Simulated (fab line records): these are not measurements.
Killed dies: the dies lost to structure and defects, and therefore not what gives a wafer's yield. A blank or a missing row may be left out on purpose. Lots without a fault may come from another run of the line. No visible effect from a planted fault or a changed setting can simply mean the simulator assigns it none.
Which tool did it?    flow nand harc    13 lots, 39 wafers sampled, at 5 steps of a route of 1302

## WHAT THE GAUGES SHOWED, per wafer
NHARC_A_STAIRCASE_INSPECT_155.
lot   measured      on                 raw defect count
L732  day 19 13:43  defect inspect-01  461 402 339
L734  day 20 11:56  defect inspect-01  451 560 448
L735  day 20 19:08  defect inspect-02  569 491 640
L739  day 23 01:53  defect inspect-01  536 431 499
L743  day 24 16:00  defect inspect-01  370 360 307
L746  day 25 15:41  defect inspect-01  488 487 620
L747  day 25 18:39  defect inspect-01  304 353 329
L748  day 26 14:59  defect inspect-02  421 433 570
L749  day 27 02:16  defect inspect-02  434 405 447
L750  day 27 02:29  defect inspect-01  314 470 295
L751  day 27 22:59  defect inspect-01  467 450 639
L753  day 28 23:42  defect inspect-01  302 479 455
L752  day 29 05:55  defect inspect-02  378 502 407

NHARC_A_SGD_CUT_INSPECT_11.
lot   measured      on                 raw defect count
L732  day 19 14:38  defect inspect-02  53 57 58
L734  day 20 12:51  defect inspect-01  132 100 113
L735  day 20 20:02  defect inspect-02  77 65 75
L739  day 23 02:41  defect inspect-01  30 25 19
L743  day 24 16:47  defect inspect-01  66 70 53
L746  day 25 16:29  defect inspect-01  54 48 49
L747  day 25 19:26  defect inspect-02  69 70 72
L748  day 26 15:54  defect inspect-02  19 21 31
L749  day 27 03:11  defect inspect-01  66 49 71
L750  day 27 03:24  defect inspect-02  47 61 68
L751  day 27 23:53  defect inspect-01  68 59 65
L753  day 29 00:29  defect inspect-02  57 71 69
L752  day 29 06:50  defect inspect-02  94 69 88

NHARC_END_SORT_01.
lot   measured      on         killed at array  killed at other  killed at periphery  killed dies  killed open  killed short
L734  day 25 15:30  prober-01  87 50 74         2 5 0            6 12 1               95 67 75     2 4 1        3 2 3
L743  day 30 04:50  prober-02  79 88 68         1 0 1            0 2 3                80 90 72     1 5 2        1 1 3
L746  day 31 05:11  prober-02  669 78 60        0 1 0            8 1 8                677 80 68    4 3 1        4 4 3
L747  day 30 15:19  prober-01  671 101 98       1 0 1            5 4 3                677 105 102  6 2 2        2 0 0
L748  day 32 10:14  prober-01  31 671 35        3 3 0            1 3 2                35 677 37    4 4 2        1 1 1
L751  day 33 06:43  prober-01  78 77 79         1 2 1            4 6 4                83 85 84     2 3 6        1 4 3
L752  day 34 19:25  prober-02  84 55 69         0 1 1            4 0 2                88 56 72     3 2 0        1 1 4

## TOOL THAT RAN EACH LOT (tool first, then ch and the chambers of the sampled wafers, then the start)
lot   NHARC_A_SGD_CUT_ETCH_58             NHARC_A_SGD_CUT_ETCH_16
L732  rie diel-08 ch 0,1,2, day 19 14:47  rie diel-08 ch 1,3, day 19 15:16
L734  rie diel-02 ch 1,2,3, day 20 13:01  rie diel-02 ch 0,2,3, day 20 13:29
L735  rie diel-08 ch 1,2, day 20 20:11    rie diel-08 ch 1,3, day 20 20:40
L739  rie diel-08 ch 0,1,2, day 23 02:51  rie diel-08 ch 0,1,3, day 23 03:20
L743  rie diel-08 ch 0,1,3, day 24 16:56  rie diel-08 ch 0,2, day 24 17:26
L746  rie diel-08 ch 0,1,3, day 25 16:39  rie diel-08 ch 0,1,2, day 25 17:08
L747  rie diel-08 ch 0,2,3, day 25 19:35  rie diel-08 ch 0,1,2, day 25 20:04
L748  rie diel-08 ch 0,3, day 26 16:02    rie diel-08 ch 0,2,3, day 26 16:34
L749  rie diel-06 ch 0,2,3, day 27 03:20  rie diel-06 ch 0,1,2, day 27 03:49
L750  rie diel-02 ch 0,1,3, day 27 03:33  rie diel-02 ch 0,1,3, day 27 04:02
L751  rie diel-02 ch 0,1,3, day 28 00:02  rie diel-02 ch 0,1, day 28 00:32
L753  rie diel-08 ch 1,3, day 29 00:38    rie diel-08 ch 0,1, day 29 01:08
L752  rie diel-06 ch 0,2, day 29 06:59    rie diel-06 ch 0,1,3, day 29 07:28
- NHARC_A_SGD_CUT_ETCH_58: etches the open film in CF4, target depth 39 nm, time 65 s.
- NHARC_A_SGD_CUT_ETCH_16: etches the open film in C4F8/O2/Ar, target depth 310.5 nm, time 155.2 s.

## AS READ BY THE TOOLS THEMSELVES (means over the sampled wafers that have a number; for cases with no such wafer, the mark the record gives instead)
NHARC_A_SGD_CUT_ETCH_58.
lot   tool         drypump motor current A (A)  oes product au (a.u.)  rf vpp V (V)  showerhead plenum p Torr (Torr)  throttle valve pct (%)
L732  rie diel-08  5.4                          1.010                  150.5         1.74                             13.281
L734  rie diel-02  5.7                          0.981                  151.1         1.76                             13.287
L735  rie diel-08  4.9                          1.001                  150.8         1.72                             13.274
L739  rie diel-08  5.4                          1.005                  151.6         1.74                             13.281
L743  rie diel-08  5.7                          0.993                  151.6         1.79                             13.284
L746  rie diel-08  5.7                          0.991                  151.8         1.79                             13.287
L747  rie diel-08  5.7                          0.992                  151.3         1.78                             13.273
L748  rie diel-08  6.0                          0.993                  151.1         1.83                             13.284
L749  rie diel-06  5.4                          1.008                  151.5         1.74                             13.275
L750  rie diel-02  5.7                          0.986                  150.4         1.71                             13.281
L751  rie diel-02  5.7                          0.990                  150.3         1.71                             13.277
L753  rie diel-08  5.3                          1.006                  150.5         1.78                             13.283
L752  rie diel-06  5.2                          0.993                  150.5         1.70                             13.282

NHARC_A_SGD_CUT_ETCH_16.
lot   tool         oes product au (a.u.)  rf vpp V (V)
L732  rie diel-08  0.990                  724
L734  rie diel-02  0.974                  723
L735  rie diel-08  0.974                  725
L739  rie diel-08  0.979                  724
L743  rie diel-08  0.969                  720
L746  rie diel-08  0.944                  720
L747  rie diel-08  0.952                  721
L748  rie diel-08  0.938                  724
L749  rie diel-06  0.972                  720
L750  rie diel-02  0.968                  720
L751  rie diel-02  0.971                  717
L753  rie diel-08  0.966                  722
L752  rie diel-06  0.978                  721

## THE ANSWER, worked out from the rows above alone
Rule: the lots themselves supply what counts as usual. Put in order of their means at a reading, lots are off if they are a third of the lots or fewer, leave a main group of 4 or more, and stand apart from it by a gap of 3 or more times the standard deviation of the main group's means; of several such gaps the widest counts. The tables above print the reading to a certain number of digits; a main group whose means all agree to those digits is not used. A lot without any number at a reading at which 4 lots or more have one is off too. All remaining lots with rows at the step are treated as sound. The gauges are gone through in route order, then the tools' own readings, and for those a lot's mean is taken as printed above. At the first step where some lot is off, the reading lying furthest off is the one used; lots without a number count as furthest.
No lot is off on any of the readings shown, so nothing can be concluded from this.

## WHAT THE SIMULATOR HAD PUT IN
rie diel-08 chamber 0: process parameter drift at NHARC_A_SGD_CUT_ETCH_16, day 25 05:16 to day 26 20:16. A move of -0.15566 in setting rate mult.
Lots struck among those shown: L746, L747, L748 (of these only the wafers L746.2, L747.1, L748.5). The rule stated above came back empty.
